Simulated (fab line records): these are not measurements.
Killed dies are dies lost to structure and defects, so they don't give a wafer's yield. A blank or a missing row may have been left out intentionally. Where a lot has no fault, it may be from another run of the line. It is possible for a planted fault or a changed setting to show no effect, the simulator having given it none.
What tool caused it? | flow nand-harc | 7 lots, 21 wafers sampled, at 2 steps of a route of 1302

## WHAT THE GAUGES SHOWED, per wafer
NHARC_P_M1_CD_MEAS_09: the cd target is 130 nm.
lot  | measured     | on        | cd-nm (nm)
L616 | day 7 06:08  | cd-sem-02 | 129.7 130.3 129.1
L619 | day 8 03:06  | cd-sem-02 | 129.4 129.4 129.5
L621 | day 9 03:23  | cd-sem-03 | 129.9 130.9 130.4
L623 | day 9 21:05  | cd-sem-03 | 131.2 130.6 130.0
L625 | day 10 16:20 | cd-sem-02 | 130.5 129.7 131.2
L629 | day 12 10:29 | cd-sem-03 | 130.1 129.8 129.4
L637 | day 15 17:32 | cd-sem-03 | 129.2 130.9 130.2

## WHAT TOOL EACH LOT RAN ON (gives the tool, then ch and the chambers of the sampled wafers, and finally the start)
lot  | NHARC_P_M0_PRE_CLEAN_31
L616 | pecvd-04 ch 0,1,2, day 7 04:56
L619 | pecvd-04 ch 0,1,2, day 8 01:47
L621 | pecvd-02 ch 0,1,2, day 9 02:13
L623 | pecvd-04 ch 0,1,2, day 9 19:46
L625 | pecvd-04 ch 0,1,2, day 10 15:10
L629 | pecvd-02 ch 0,1,2, day 12 09:19
L637 | pecvd-04 ch 0,1,2, day 15 16:15
- NHARC_P_M0_PRE_CLEAN_31: time 12 s.

## THE ANSWER, worked out from the rows above alone
Rule: usual is defined by the lots themselves. The widest of any qualifying gaps counts: lots, ordered by their means at a reading, are off when they make up no more than a third of the lots, leave a main group of 4 or more, and stand apart from it by 3 or more times the standard deviation of that group's means. Not used: any main group whose means are identical at the precision the tables above print for the reading. A lot without any number at a reading at which 4 lots or more have one is off too. The other lots that the step has rows for count as sound.
No lot is off on any of the readings shown, so nothing can be concluded from this.

## WHAT THE SIMULATOR PUT IN
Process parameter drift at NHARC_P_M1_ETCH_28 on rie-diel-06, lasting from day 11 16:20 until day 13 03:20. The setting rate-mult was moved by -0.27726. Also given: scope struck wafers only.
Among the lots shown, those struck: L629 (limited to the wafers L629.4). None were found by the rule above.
